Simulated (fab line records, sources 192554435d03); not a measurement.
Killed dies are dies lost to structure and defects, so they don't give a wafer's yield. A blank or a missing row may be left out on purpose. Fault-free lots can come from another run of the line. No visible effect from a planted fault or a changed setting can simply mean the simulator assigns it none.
fab line records	flow n5_finfet
[record] lots = 24	wafers = 72	last_day = 18
route steps=1938 shown BEOL_M13@1709 BEOL_M14@1726 BEOL_M15@1786
lots untouched by any fault: they come from a run of this same line in which no faults occurred
start_h: hours from the record's first day to the start of the lot's first wafer shown	wait_h: time in hours since the lot's previous step	" unchanged from the row above	L1.1+2: a row that stands for several wafers	- no value, or no start was given	* or withheld: withheld	< > ~ a bound
route shown NAME@n: names a module that has steps shown in the file, with the first one's number in the route	usual: mean and standard deviation over wafers with no fault	same: alike in all rows	chamber/n: place in a boat	sites: each site's reading	_std_site: standard deviation of those values	_edge_site: the outer-site mean with the inner-site mean subtracted	radius_mm: for every site, how far away it sits from the centre of the wafer	mask NAME#n: copy n	behind: the tool/chamber that last shaped the wafer	hold: the reason the lot was held/the length of the hold in hours/how it ended	device: whichever transistor did not switch (one of n, p or np)	end of line: tests of these same wafers at the route's end	where a step has no rows: the recipe by itself	killed: count of dies lost to structure and defects at first sort (not the wafer's yield)	map: a wafer's dies, x killed, . not, _ none there
set.NAME: setting as actually run; set.NAME@STEP: the setting as run at that earlier step	model.NAME: the simulator's own value behind a step, which no gauge read
one table for each step of the route and one row for each wafer, over a sample of lots
services: when a tool's chamber went out of use (start_h, in hours from the record's first day, below 0 if earlier), for how many hours, and the reason
[[steps]]
[step N5_BEOL_M13_ANNEAL_48]
[recipe] temp_c = 225	time_s = 90	ambient = N2
[usual] anneal_temp_c_max = 226.0/0.47	wafer_temp_C_max = 225.70/0.21
lot.wafer	tool	chamber	start_h	wait_h	anneal_temp_c_max	wafer_temp_C_max
L074.1	rtp_anneal-01	0	245.89	0.1	226.2	225.61
L074.3	"	0	"	"	226.2	225.36
L074.4	"	0	"	"	226.5	225.67
L075.1	rtp_anneal-02	0	254.47	0.3	225.4	225.84
L075.4	"	0	"	"	225.6	225.99
L075.6	"	0	"	"	225.4	225.56
L077.3	rtp_anneal-02	0	262.72	0.2	225.5	226.07
L077.5	"	0	"	"	225.5	226.18
L077.6	"	0	"	"	225.4	226.00
L076.4	rtp_anneal-02	0	271.30	0.2	225.4	225.96
L076.5	"	0	"	"	225.7	226.02
L076.6	"	0	"	"	225.7	225.99
L078.1	rtp_anneal-01	0	281.33	0.2	226.6	225.55
L078.2	"	0	"	"	226.5	225.61
L078.3	"	0	"	"	226.5	225.53
L079.2	rtp_anneal-01	0	294.00	0.2	227.0	225.30
L079.4	"	0	"	"	226.2	225.30
L079.5	"	0	"	"	226.2	225.37
L080.1	rtp_anneal-02	0	304.09	0.4	225.2	226.02
L080.4	"	0	"	"	225.5	225.52
L080.5	"	0	"	"	225.5	225.62
L081.1	rtp_anneal-01	0	307.05	0.1	226.4	225.83
L081.2	"	0	"	"	226.6	225.64
L081.6	"	0	"	"	226.2	225.75
L082.1	rtp_anneal-01	0	307.47	0.1	226.1	225.79
L082.3	"	0	"	"	226.5	225.49
L082.4	"	0	"	"	226.0	225.75
L084.1	rtp_anneal-01	0	313.04	0.1	225.9	225.63
L084.2	"	0	"	"	226.5	225.88
L084.5	"	0	"	"	226.3	225.95
L085.2	rtp_anneal-01	0	320.60	0.2	226.5	225.59
L085.4	"	0	"	"	226.6	225.93
L085.6	"	0	"	"	226.3	225.72
L083.3	rtp_anneal-01	0	321.36	0.7	226.5	225.88
L083.5	"	0	"	"	226.0	225.54
L083.6	"	0	"	"	226.3	225.83
L086.3	rtp_anneal-01	0	323.04	2.0	226.4	225.72
L086.4	"	0	"	"	226.5	226.17
L086.6	"	0	"	"	226.0	225.85
L088.2	rtp_anneal-01	0	340.27	0.5	226.1	226.00
L088.4	"	0	"	"	226.4	225.55
L088.6	"	0	"	"	226.3	225.90
L087.2	rtp_anneal-01	0	340.54	0.4	226.6	225.81
L087.4	"	0	"	"	226.1	225.58
L087.6	"	0	"	"	226.4	225.51
L090.2	rtp_anneal-01	0	345.49	0.2	226.4	225.50
L090.3	"	0	"	"	226.5	225.31
L090.5	"	0	"	"	226.4	225.58
L089.1	rtp_anneal-02	0	352.48	0.2	225.6	225.63
L089.3	"	0	"	"	225.5	225.47
L089.6	"	0	"	"	225.4	225.57
L091.3	rtp_anneal-02	0	355.00	0.2	225.8	226.13
L091.4	"	0	"	"	225.6	225.69
L091.6	"	0	"	"	225.5	225.66
L092.2	rtp_anneal-01	0	360.30	0.2	226.7	225.62
L092.3	"	0	"	"	226.2	225.87
L092.5	"	0	"	"	226.5	225.54
L093.2	rtp_anneal-02	0	370.58	0.2	225.4	225.97
L093.5	"	0	"	"	225.5	225.64
L093.6	"	0	"	"	225.5	225.60
L094.2	rtp_anneal-02	0	376.94	0.5	225.9	225.67
L094.4	"	0	"	"	225.5	225.65
L094.5	"	0	"	"	225.3	225.58
L095.1	rtp_anneal-02	0	385.06	0.1	225.5	225.67
L095.2	"	0	"	"	225.8	225.68
L095.3	"	0	"	"	225.5	225.85
L096.3	rtp_anneal-01	0	386.25	0.2	226.2	225.48
L096.5	"	0	"	"	226.3	225.47
L096.6	"	0	"	"	226.3	225.65
L097.1	rtp_anneal-01	0	391.92	0.1	226.2	225.91
L097.3	"	0	"	"	226.3	226.24
L097.4	"	0	"	"	226.1	225.59
[step N5_BEOL_M13_INSPECT_55]
[recipe] inspect_instrument = darkfield	mode = post_dep
[usual] raw_defect_count = 70/29
lot.wafer	tool	chamber	start_h	wait_h	raw_defect_count
L074.1	defect_inspect-01	-	246.63	0.0	39
L074.3	"	-	"	"	58
L074.4	"	-	"	"	50
L075.1	defect_inspect-02	-	255.21	0.0	60
L075.4	"	-	"	"	55
L075.6	"	-	"	"	155
L077.3	defect_inspect-01	-	263.37	0.0	92
L077.5	"	-	"	"	67
L077.6	"	-	"	"	73
L076.4	defect_inspect-02	-	271.92	0.0	84
L076.5	"	-	"	"	89
L076.6	"	-	"	"	75
L078.1	defect_inspect-01	-	282.07	0.0	78
L078.2	"	-	"	"	96
L078.3	"	-	"	"	65
L079.2	defect_inspect-02	-	294.70	0.0	44
L079.4	"	-	"	"	54
L079.5	"	-	"	"	64
L080.1	defect_inspect-02	-	304.83	0.0	80
L080.4	"	-	"	"	47
L080.5	"	-	"	"	45
L081.1	defect_inspect-01	-	307.88	0.0	46
L081.2	"	-	"	"	80
L081.6	"	-	"	"	46
L082.1	defect_inspect-02	-	308.21	0.0	144
L082.3	"	-	"	"	167
L082.4	"	-	"	"	98
L084.1	defect_inspect-01	-	313.79	0.0	61
L084.2	"	-	"	"	62
L084.5	"	-	"	"	41
L085.2	defect_inspect-01	-	321.30	0.0	43
L085.4	"	-	"	"	53
L085.6	"	-	"	"	60
L083.3	defect_inspect-01	-	322.02	0.0	62
L083.5	"	-	"	"	74
L083.6	"	-	"	"	42
L086.3	defect_inspect-01	-	323.70	0.0	43
L086.4	"	-	"	"	56
L086.6	"	-	"	"	48
L088.2	defect_inspect-02	-	340.97	0.0	52
L088.4	"	-	"	"	48
L088.6	"	-	"	"	67
L087.2	defect_inspect-01	-	341.26	0.0	170
L087.4	"	-	"	"	119
L087.6	"	-	"	"	124
L090.2	defect_inspect-02	-	346.21	0.0	53
L090.3	"	-	"	"	67
L090.5	"	-	"	"	103
L089.1	defect_inspect-02	-	353.25	0.0	79
L089.3	"	-	"	"	36
L089.6	"	-	"	"	71
L091.3	defect_inspect-02	-	355.65	0.0	50
L091.4	"	-	"	"	48
L091.6	"	-	"	"	61
L092.2	defect_inspect-01	-	361.00	0.0	73
L092.3	"	-	"	"	47
L092.5	"	-	"	"	42
L093.2	defect_inspect-02	-	371.35	0.0	39
L093.5	"	-	"	"	43
L093.6	"	-	"	"	38
L094.2	defect_inspect-02	-	377.66	0.0	103
L094.4	"	-	"	"	73
L094.5	"	-	"	"	93
L095.1	defect_inspect-02	-	385.81	0.0	116
L095.2	"	-	"	"	64
L095.3	"	-	"	"	82
L096.3	defect_inspect-01	-	386.95	0.0	88
L096.5	"	-	"	"	63
L096.6	"	-	"	"	36
L097.1	defect_inspect-01	-	392.70	0.0	96
L097.3	"	-	"	"	59
L097.4	"	-	"	"	59
[step N5_BEOL_M14_CD_MEAS_10]
[recipe] target_cd_nm = 250	landing_energy_ev = 500	detector = se_inlens	polarity = opening
[usual] cd_nm = 249.5/2.4
lot.wafer	tool	chamber	start_h	wait_h	cd_nm
L074.1	cd_sem-03	0	247.29	-	252.2
L074.3	"	0	"	"	250.8
L074.4	"	0	"	"	247.9
L075.1	cd_sem-01	0	255.87	-	249.8
L075.4	"	0	"	"	245.0
L075.6	"	0	"	"	247.9
L077.3	cd_sem-02	0	264.03	-	251.2
L077.5	"	0	"	"	245.6
L077.6	"	0	"	"	244.1
L076.4	cd_sem-02	0	272.66	-	246.9
L076.5	"	0	"	"	248.8
L076.6	"	0	"	"	249.5
L078.1	cd_sem-02	0	282.73	-	253.0
L078.2	"	0	"	"	253.3
L078.3	"	0	"	"	249.5
L079.2	cd_sem-02	0	295.23	-	248.9
L079.4	"	0	"	"	252.5
L079.5	"	0	"	"	252.9
L080.1	cd_sem-01	0	305.36	-	247.3
L080.4	"	0	"	"	247.4
L080.5	"	0	"	"	249.9
L081.1	cd_sem-02	0	308.54	-	245.3
L081.2	"	0	"	"	251.9
L081.6	"	0	"	"	250.5
L082.1	cd_sem-02	0	308.87	-	253.1
L082.3	"	0	"	"	247.6
L082.4	"	0	"	"	250.3
L084.1	cd_sem-01	0	314.44	-	246.3
L084.2	"	0	"	"	245.0
L084.5	"	0	"	"	245.7
L085.2	cd_sem-02	0	321.96	-	250.4
L085.4	"	0	"	"	253.2
L085.6	"	0	"	"	251.6
L083.3	cd_sem-02	0	322.55	-	251.9
L083.5	"	0	"	"	249.9
L083.6	"	0	"	"	250.9
L086.3	cd_sem-03	0	324.36	-	251.4
L086.4	"	0	"	"	251.7
L086.6	"	0	"	"	248.6
L088.2	cd_sem-03	0	341.50	-	249.4
L088.4	"	0	"	"	253.6
L088.6	"	0	"	"	248.8
L087.2	cd_sem-03	0	341.79	-	247.0
L087.4	"	0	"	"	248.5
L087.6	"	0	"	"	248.5
L090.2	cd_sem-02	0	346.75	-	246.7
L090.3	"	0	"	"	249.1
L090.5	"	0	"	"	252.3
L089.1	cd_sem-03	0	353.80	-	250.9
L089.3	"	0	"	"	248.4
L089.6	"	0	"	"	250.8
L091.3	cd_sem-02	0	356.31	-	253.3
L091.4	"	0	"	"	247.8
L091.6	"	0	"	"	248.9
L092.2	cd_sem-01	0	361.66	-	249.3
L092.3	"	0	"	"	248.8
L092.5	"	0	"	"	251.2
L093.2	cd_sem-01	0	371.88	-	252.7
L093.5	"	0	"	"	250.8
L093.6	"	0	"	"	254.7
L094.2	cd_sem-01	0	378.19	-	250.8
L094.4	"	0	"	"	253.9
L094.5	"	0	"	"	249.5
L095.1	cd_sem-02	0	386.34	-	249.5
L095.2	"	0	"	"	250.6
L095.3	"	0	"	"	246.0
L096.3	cd_sem-01	0	387.49	-	248.9
L096.5	"	0	"	"	249.1
L096.6	"	0	"	"	253.7
L097.1	cd_sem-02	0	393.23	-	247.3
L097.3	"	0	"	"	245.1
L097.4	"	0	"	"	251.1
[step N5_BEOL_M14_ANNEAL_48]
[recipe] temp_c = 225	time_s = 90	ambient = N2
[usual] anneal_temp_c_max = 226.0/0.5	wafer_temp_C_max = 225.75/0.22
lot.wafer	tool	chamber	start_h	wait_h	anneal_temp_c_max	wafer_temp_C_max
L074.1	rtp_anneal-01	0	250.80	0.2	226.1	225.47
L074.3	"	0	"	"	226.0	225.89
L074.4	"	0	"	"	226.6	225.73
L075.1	rtp_anneal-01	0	260.21	0.1	226.7	225.76
L075.4	"	0	"	"	226.1	225.70
L075.6	"	0	"	"	226.6	225.44
L077.3	rtp_anneal-01	0	267.54	0.2	226.6	225.60
L077.5	"	0	"	"	226.6	225.52
L077.6	"	0	"	"	226.4	225.54
L076.4	rtp_anneal-02	0	275.69	0.2	225.7	225.61
L076.5	"	0	"	"	225.3	225.48
L076.6	"	0	"	"	225.3	225.89
L078.1	rtp_anneal-01	0	287.31	0.4	226.2	225.85
L078.2	"	0	"	"	226.4	225.61
L078.3	"	0	"	"	225.9	225.79
L079.2	rtp_anneal-01	0	298.33	0.2	226.2	225.55
L079.4	"	0	"	"	226.1	225.79
L079.5	"	0	"	"	226.5	226.21
L080.1	rtp_anneal-02	0	310.41	0.1	225.5	225.79
L080.4	"	0	"	"	225.4	225.53
L080.5	"	0	"	"	225.7	225.93
L081.1	rtp_anneal-01	0	313.58	0.3	226.2	225.81
L081.2	"	0	"	"	226.3	225.89
L081.6	"	0	"	"	226.4	225.46
L082.1	rtp_anneal-01	0	313.85	0.6	226.0	225.55
L082.3	"	0	"	"	226.2	225.54
L082.4	"	0	"	"	226.4	225.64
L084.1	rtp_anneal-02	0	319.21	0.1	225.4	226.25
L084.2	"	0	"	"	225.4	225.99
L084.5	"	0	"	"	225.8	226.02
L085.2	rtp_anneal-01	0	330.39	0.2	226.4	225.89
L085.4	"	0	"	"	226.5	225.67
L085.6	"	0	"	"	226.0	225.69
L083.3	rtp_anneal-01	0	330.81	0.2	226.2	226.12
L083.5	"	0	"	"	225.9	225.69
L083.6	"	0	"	"	226.5	226.00
L086.3	rtp_anneal-01	0	332.95	0.2	226.4	225.53
L086.4	"	0	"	"	226.3	225.65
L086.6	"	0	"	"	227.1	225.33
L088.2	rtp_anneal-01	0	346.03	0.4	225.9	225.98
L088.4	"	0	"	"	226.3	225.72
L088.6	"	0	"	"	226.8	225.93
L087.2	rtp_anneal-02	0	346.94	0.5	225.4	225.79
L087.4	"	0	"	"	225.4	225.95
L087.6	"	0	"	"	225.1	225.56
L090.2	rtp_anneal-02	0	350.75	0.2	225.7	225.93
L090.3	"	0	"	"	225.7	225.92
L090.5	"	0	"	"	225.7	225.47
L089.1	rtp_anneal-01	0	356.61	0.1	226.7	225.52
L089.3	"	0	"	"	226.0	225.69
L089.6	"	0	"	"	226.5	225.81
L091.3	rtp_anneal-02	0	364.15	0.2	225.5	225.78
L091.4	"	0	"	"	225.5	225.67
L091.6	"	0	"	"	225.9	225.70
L092.2	rtp_anneal-02	0	366.68	0.2	225.2	225.89
L092.3	"	0	"	"	225.5	226.24
L092.5	"	0	"	"	225.5	225.91
L093.2	rtp_anneal-02	0	376.67	0.4	225.3	225.93
L093.5	"	0	"	"	225.4	225.46
L093.6	"	0	"	"	225.2	226.07
L094.2	rtp_anneal-02	0	383.24	0.6	225.7	225.61
L094.4	"	0	"	"	225.6	225.62
L094.5	"	0	"	"	225.9	225.64
L095.1	rtp_anneal-02	0	389.23	0.1	225.9	225.47
L095.2	"	0	"	"	225.7	225.83
L095.3	"	0	"	"	225.8	225.88
L096.3	rtp_anneal-01	0	394.45	0.2	226.1	225.78
L096.5	"	0	"	"	226.3	225.92
L096.6	"	0	"	"	226.0	225.57
L097.1	rtp_anneal-02	0	397.54	0.1	225.6	225.73
L097.3	"	0	"	"	225.8	225.68
L097.4	"	0	"	"	225.7	225.66
[step N5_BEOL_M14_INSPECT_55]
[recipe] inspect_instrument = darkfield	mode = post_dep
[usual] raw_defect_count = 65/22
lot.wafer	tool	chamber	start_h	wait_h	raw_defect_count
L074.1	defect_inspect-01	-	251.54	0.0	80
L074.3	"	-	"	"	60
L074.4	"	-	"	"	122
L075.1	defect_inspect-01	-	260.95	0.0	105
L075.4	"	-	"	"	99
L075.6	"	-	"	"	120
L077.3	defect_inspect-02	-	268.32	0.0	40
L077.5	"	-	"	"	83
L077.6	"	-	"	"	81
L076.4	defect_inspect-02	-	276.34	0.0	61
L076.5	"	-	"	"	53
L076.6	"	-	"	"	64
L078.1	defect_inspect-02	-	288.09	0.0	42
L078.2	"	-	"	"	27
L078.3	"	-	"	"	47
L079.2	defect_inspect-01	-	299.03	0.0	60
L079.4	"	-	"	"	64
L079.5	"	-	"	"	83
L080.1	defect_inspect-01	-	311.33	0.0	143
L080.4	"	-	"	"	61
L080.5	"	-	"	"	41
L081.1	defect_inspect-01	-	314.33	0.0	54
L081.2	"	-	"	"	58
L081.6	"	-	"	"	49
L082.1	defect_inspect-02	-	314.60	0.0	51
L082.3	"	-	"	"	64
L082.4	"	-	"	"	78
L084.1	defect_inspect-02	-	319.96	0.0	61
L084.2	"	-	"	"	67
L084.5	"	-	"	"	69
L085.2	defect_inspect-02	-	331.09	0.0	60
L085.4	"	-	"	"	52
L085.6	"	-	"	"	68
L083.3	defect_inspect-01	-	331.47	0.0	59
L083.5	"	-	"	"	58
L083.6	"	-	"	"	100
L086.3	defect_inspect-02	-	333.61	0.0	85
L086.4	"	-	"	"	46
L086.6	"	-	"	"	72
L088.2	defect_inspect-02	-	347.20	0.0	51
L088.4	"	-	"	"	46
L088.6	"	-	"	"	65
L087.2	defect_inspect-01	-	347.64	0.0	60
L087.4	"	-	"	"	50
L087.6	"	-	"	"	34
L090.2	defect_inspect-02	-	351.45	0.0	65
L090.3	"	-	"	"	124
L090.5	"	-	"	"	138
L089.1	defect_inspect-01	-	357.39	0.0	39
L089.3	"	-	"	"	43
L089.6	"	-	"	"	66
L091.3	defect_inspect-02	-	364.83	0.0	69
L091.4	"	-	"	"	74
L091.6	"	-	"	"	46
L092.2	defect_inspect-01	-	367.39	0.0	65
L092.3	"	-	"	"	56
L092.5	"	-	"	"	43
L093.2	defect_inspect-02	-	377.38	0.0	51
L093.5	"	-	"	"	66
L093.6	"	-	"	"	79
L094.2	defect_inspect-01	-	383.95	0.0	66
L094.4	"	-	"	"	47
L094.5	"	-	"	"	36
L095.1	defect_inspect-02	-	389.98	0.0	61
L095.2	"	-	"	"	66
L095.3	"	-	"	"	52
L096.3	defect_inspect-01	-	395.11	0.0	37
L096.5	"	-	"	"	57
L096.6	"	-	"	"	55
L097.1	defect_inspect-01	-	398.29	0.0	48
L097.3	"	-	"	"	55
L097.4	"	-	"	"	83
[step N5_BEOL_M15_DESCUM_15]
[recipe] chemistry = O2	time_s = 7.9	source_power_w = 50	bias_power_w = 20	pressure_mtorr = 20	rf_frequency_hz = 2.712e+07	temp_c = 40	o2_flow_sccm = 225
[usual] drypump_motor_current_A = 5.8/0.53	oes_product_au = 0.81/0.097	rf_vpp_V = 243.5/1.2	showerhead_plenum_p_Torr = 2.12/0.059	throttle_valve_pct = 20.40/0.27
lot.wafer	tool	chamber	start_h	wait_h	drypump_motor_current_A	oes_product_au	rf_hours_counter_h	rf_vpp_V	showerhead_plenum_p_Torr	throttle_valve_pct
L074.1	rie_diel-03	1	252.35	0.0	5.3	0.71	202	242.5	2.08	20.93
L074.3	"	0	"	"	5.9	0.91	36	240.8	2.02	20.32
L074.4	"	2	"	"	6.0	0.94	26	244.0	2.12	20.27
L075.1	rie_diel-05	0	261.76	0.0	6.6	0.74	177	241.7	2.02	20.24
L075.4	"	3	"	"	5.8	0.69	193	244.4	2.14	20.65
L075.6	"	2	"	"	6.6	0.74	-	242.6	2.11	20.64
L077.3	rie_diel-02	2	268.99	0.0	5.9	0.90	11	245.0	2.23	20.05
L077.5	"	2	"	"	5.9	0.90	-	244.8	2.23	20.07
L077.6	"	1	"	"	6.3	0.80	-	243.4	2.13	20.18
L076.4	rie_diel-03	2	277.05	0.0	6.0	0.93	33	244.6	2.12	20.31
L076.5	"	0	"	"	5.9	0.90	-	242.9	2.02	20.32
L076.6	"	3	"	"	4.8	0.71	-	244.1	2.17	20.55
L078.1	rie_diel-05	2	288.89	0.0	6.6	0.73	188	240.6	2.10	20.66
L078.2	"	3	"	"	5.9	0.68	200	245.1	2.14	20.66
L078.3	"	1	"	"	5.3	0.93	19	243.0	2.14	20.35
L079.2	rie_diel-05	0	299.83	0.0	6.6	0.73	188	242.8	2.02	20.25
L079.4	"	1	"	"	5.3	0.93	22	243.3	2.14	20.34
L079.5	"	2	"	"	6.6	0.73	-	242.1	2.10	20.68
L080.1	rie_diel-02	2	312.01	0.0	5.9	0.89	25	245.4	2.23	20.07
L080.4	"	0	"	"	5.2	0.95	-	243.9	2.10	20.01
L080.5	"	2	"	"	5.9	0.89	-	244.5	2.23	20.07
L081.1	rie_diel-03	2	315.00	0.0	6.0	0.91	45	244.9	2.11	20.32
L081.2	"	0	"	"	5.9	0.88	53	241.6	2.02	20.34
L081.6	"	0	"	"	5.9	0.88	-	241.7	2.02	20.33
L082.1	rie_diel-03	0	315.41	0.2	5.9	0.88	54	242.9	2.02	20.34
L082.3	"	3	"	"	4.8	0.69	215	242.5	2.16	20.56
L082.4	"	1	"	"	5.3	0.71	218	243.5	2.08	20.97
L084.1	rie_diel-05	2	320.64	0.0	6.6	0.72	198	243.6	2.10	20.68
L084.2	"	1	"	"	5.3	0.92	28	244.4	2.14	20.36
L084.5	"	3	"	"	5.9	0.68	-	243.4	2.14	20.67
L085.2	rie_diel-03	0	331.89	0.0	5.9	0.87	58	242.2	2.01	20.36
L085.4	"	3	"	"	4.8	0.70	220	244.2	2.16	20.57
L085.6	"	1	"	"	5.3	0.71	-	242.4	2.08	20.98
L083.3	rie_diel-03	2	332.37	0.1	6.0	0.89	50	244.3	2.11	20.33
L083.5	"	1	"	"	5.3	0.70	-	244.2	2.08	20.96
L083.6	"	2	"	"	6.0	0.89	-	243.3	2.11	20.32
L086.3	rie_diel-02	3	334.29	0.0	6.2	0.98	6	243.3	2.17	20.15
L086.4	"	1	"	"	6.3	0.78	113	242.8	2.12	20.20
L086.6	"	3	"	"	6.2	0.98	-	243.8	2.17	20.14
L088.2	rie_diel-03	3	348.08	0.1	4.9	0.69	226	243.8	2.16	20.58
L088.4	"	2	"	"	6.0	0.88	56	242.6	2.11	20.35
L088.6	"	2	"	"	6.0	0.89	-	244.7	2.11	20.34
L087.2	rie_diel-05	3	348.45	0.0	5.8	0.67	218	244.6	2.13	20.68
L087.4	"	0	"	"	6.6	0.72	202	241.8	2.01	20.29
L087.6	"	1	"	"	5.3	0.90	-	243.2	2.13	20.36
L090.2	rie_diel-02	3	352.27	0.0	6.2	0.96	12	243.8	2.16	20.16
L090.3	"	1	"	"	6.3	0.78	119	243.8	2.12	20.20
L090.5	"	2	"	"	5.9	0.86	-	246.0	2.22	20.10
L089.1	rie_diel-03	3	358.08	0.0	4.8	0.69	229	244.9	2.16	20.57
L089.3	"	1	"	"	5.3	0.70	232	241.9	2.07	20.98
L089.6	"	0	"	"	5.9	0.86	-	242.1	2.01	20.37
L091.3	rie_diel-03	3	365.72	0.1	4.8	0.69	231	244.5	2.16	20.58
L091.4	"	0	"	"	5.9	0.85	69	244.0	2.01	20.37
L091.6	"	2	"	"	6.0	0.87	-	243.4	2.11	20.35
L092.2	rie_diel-02	3	368.19	0.0	6.2	0.94	16	244.4	2.16	20.15
L092.3	"	2	"	"	5.9	0.86	42	245.5	2.22	20.09
L092.5	"	0	"	"	5.2	0.91	-	244.9	2.10	20.04
L093.2	rie_diel-02	1	378.13	0.1	6.3	0.76	126	244.2	2.12	20.22
L093.5	"	2	"	"	5.9	0.84	-	245.0	2.22	20.12
L093.6	"	3	"	"	6.2	0.92	-	244.0	2.16	20.14
L094.2	rie_diel-05	0	384.90	0.0	6.6	0.72	215	242.7	2.01	20.31
L094.4	"	1	"	"	5.3	0.89	51	244.1	2.13	20.40
L094.5	"	3	"	"	5.8	0.68	-	244.9	2.13	20.69
L095.1	rie_diel-02	0	390.78	0.0	5.2	0.89	38	243.0	2.09	20.03
L095.2	"	2	"	"	5.9	0.85	50	244.5	2.22	20.11
L095.3	"	3	"	"	6.2	0.92	24	242.1	2.16	20.16
L096.3	rie_diel-05	1	395.98	0.1	5.3	0.86	55	242.4	2.13	20.40
L096.5	"	0	"	"	6.6	0.70	-	241.5	2.01	20.30
L096.6	"	1	"	"	5.3	0.87	-	242.1	2.13	20.39
L097.1	rie_diel-02	3	399.09	0.0	6.2	0.90	27	244.9	2.16	20.17
L097.3	"	2	"	"	5.9	0.83	54	245.3	2.22	20.12
L097.4	"	0	"	"	5.2	0.88	41	244.8	2.09	20.04
[[services]]
tool	chamber	start_h	hours	kind
rtp_anneal-02	-	235.34	1.0	pm
rie_diel-02	0	254.63	-	clean
rie_diel-02	0	254.63	-	consumable_replace:focus_ring
rie_diel-02	0	254.63	32.4	scheduled_down
rie_diel-02	0	254.63	32.4	vent_cycle
rie_diel-02	3	287.04	-	clean
rie_diel-02	3	287.04	-	consumable_replace:focus_ring
rie_diel-02	3	287.04	29.0	scheduled_down
rie_diel-02	3	287.04	29.0	vent_cycle
rie_diel-03	1	298.81	7.3	repair
rie_diel-02	1	322.00	2.0	repair
rie_diel-03	-	350.66	0.5	repair
rie_diel-03	2	384.29	6.7	repair
[[key]]
fault none
